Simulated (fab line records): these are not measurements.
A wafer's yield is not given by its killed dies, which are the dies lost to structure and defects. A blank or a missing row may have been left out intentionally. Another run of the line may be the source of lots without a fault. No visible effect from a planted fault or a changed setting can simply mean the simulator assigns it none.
Which tool did it? -- flow n5_finfet -- Sampling: 12 lots, 36 wafers, 4 of 1938 route steps

== WHAT THE GAUGES SHOWED, per wafer ==
N5_BEOL_M15_INSPECT_12: inspects for defects (macro).
lot,measured,on,raw_defect_count
L075,day 11 16:08,defect_inspect-01,2 0 3
L080,day 12 20:14,defect_inspect-02,4 2 3
L078,day 13 07:28,defect_inspect-01,1 2 0
L077,day 13 14:16,defect_inspect-01,6 2 0
L081,day 13 16:45,defect_inspect-02,2 4 2
L085,day 14 20:13,defect_inspect-02,1 0 3
L088,day 15 03:49,defect_inspect-01,0 1 1
L089,day 15 21:14,defect_inspect-02,2 2 0
L090,day 16 06:35,defect_inspect-02,2 0 2
L093,day 16 15:45,defect_inspect-01,1 2 2
L094,day 17 04:31,defect_inspect-02,1 1 1
L097,day 17 16:56,defect_inspect-02,3 1 3

== TOOL THAT RAN EACH LOT (tool first, then ch and the chambers of the sampled wafers, then the start) ==
lot,N5_BEOL_M14_ETCH_38,N5_BEOL_M14_ANNEAL_48,N5_BEOL_M15_ILD_DEP_00
L075,"rie_diel-04 ch 2,3, day 11 14:40 or earlier","rtp_anneal-02 ch 0, day 11 14:40","pecvd-01 ch 0,1, day 11 15:24"
L080,"rie_diel-04 ch 0,1,2, day 12 18:49 or earlier","rtp_anneal-02 ch 0, day 12 18:49","pecvd-04 ch 0,1,2, day 12 19:31"
L078,"rie_diel-04 ch 0,1,3, day 13 05:58 or earlier","rtp_anneal-01 ch 0, day 13 05:58","pecvd-01 ch 1,2, day 13 06:44"
L077,"rie_diel-02 ch 1,2,3, day 13 12:43 or earlier","rtp_anneal-02 ch 0, day 13 12:43","pecvd-04 ch 0,2, day 13 13:31"
L081,"rie_diel-04 ch 0,1,2, day 13 15:14 or earlier","rtp_anneal-02 ch 0, day 13 15:14","pecvd-01 ch 0,1,2, day 13 16:01"
L085,"rie_diel-03 ch 0,2, day 14 18:38 or earlier","rtp_anneal-02 ch 0, day 14 18:38","pecvd-01 ch 0,1,2, day 14 19:29"
L088,"rie_diel-03 ch 1,2,3, day 15 02:10 or earlier","rtp_anneal-01 ch 0, day 15 02:10","pecvd-04 ch 0,2, day 15 02:59"
L089,"rie_diel-02 ch 0,1,3, day 15 19:43 or earlier","rtp_anneal-01 ch 0, day 15 19:43","pecvd-04 ch 0,1, day 15 20:30"
L090,"rie_diel-04 ch 2,3, day 16 05:04 or earlier","rtp_anneal-01 ch 0, day 16 05:04","pecvd-02 ch 0,1, day 16 05:51"
L093,"rie_diel-02 ch 0,1, day 16 14:22 or earlier","rtp_anneal-02 ch 0, day 16 14:22","pecvd-02 ch 0,1,2, day 16 15:08"
L094,"rie_diel-03 ch 1,3, day 17 03:10 or earlier","rtp_anneal-01 ch 0, day 17 03:10","pecvd-02 ch 0,1, day 17 03:54"
L097,"rie_diel-02 ch 1,3, day 17 15:23 or earlier","rtp_anneal-01 ch 0, day 17 15:23","pecvd-04 ch 0,2, day 17 16:13"
- N5_BEOL_M14_ETCH_38: etches SiCN in CF4/N2, target depth 106.5 nm, time 120.6 s.
- N5_BEOL_M14_ANNEAL_48: time 90 s.
- N5_BEOL_M15_ILD_DEP_00: deposits SiO2 from TEOS/O2, target thk 1629.3 nm, time 346.1 s.

== THE ANSWER, worked out from the rows above alone ==
Rule: the lots themselves supply what counts as usual. The widest of any qualifying gaps counts: lots, ordered by their means at a reading, are off when they make up no more than a third of the lots, leave a main group of 4 or more, and stand apart from it by 3 or more times the standard deviation of that group's means. If all means in a main group match to the digits the tables above print for the reading, that group is not used. A lot without any number at a reading at which 4 lots or more have one is off too. All remaining lots with rows at the step are treated as sound.
Nothing can be told from this: no lot is off at any reading shown.

== WHAT WAS PUT IN BY THE SIMULATOR ==
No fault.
